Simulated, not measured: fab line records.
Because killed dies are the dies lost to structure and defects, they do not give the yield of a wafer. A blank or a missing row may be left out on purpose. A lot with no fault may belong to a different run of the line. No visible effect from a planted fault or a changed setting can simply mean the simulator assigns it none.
Chamber matching ; flow n5 finfet ; rie diel-06 running N5_FIN_SAQP_ETCH_51: 4 sister chambers
The step etches SiARC in CF4, target depth 45.5 nm, time 75.8 s. 8 wafers are shown with their chamber, then 7 later ones without.

== WAFERS WITH THEIR CHAMBER ==
wafer;chamber;showerhead plenum p Torr (Torr);drypump motor current A (A)
L078.1;0;2.02;5.3
L078.4;0;2.02;5.3
L081.2;3;2.26;5.1
L082.1;2;2.27;5.5
L082.4;2;2.27;5.4
L082.6;1;2.07;6.6
L087.3;3;2.25;5.1
L087.4;1;2.07;6.6

== WAFERS WITHOUT THEIR CHAMBER ==
wafer;showerhead plenum p Torr (Torr);drypump motor current A (A)
L087.6;2.07;6.7
L094.1;2.27;5.3
L094.2;2.25;5.1
L094.6;2.26;5.4
L097.1;2.26;5.5
L097.3;2.25;5.1
L097.5;2.26;5.5

== WHICH CHAMBER EACH WENT THROUGH ==
wafer;from the rows above;in truth
L087.6;1;1
L094.1;2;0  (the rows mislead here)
L094.2;3;3
L094.6;2;2
L097.1;2;2
L097.3;3;3
L097.5;2;2
Correctly placed: 6 of 7. From these rows, 0 cannot be placed. Number placed wrongly: 1.
How it was worked out, from the rows above alone: a wafer's distance from a chamber is the root of the sum, over the readings, of the square of ((its reading less the chamber's mean) divided by the reading's scatter). The wafer belongs to the nearest chamber; if the next one is less than 2 further off, it can't be placed. Each chamber's mean is taken over the wafers shown for it. The scatter: the root of (the sum of the squares of (reading less its chamber's mean) over the shown wafers, divided by (wafers less chambers)).
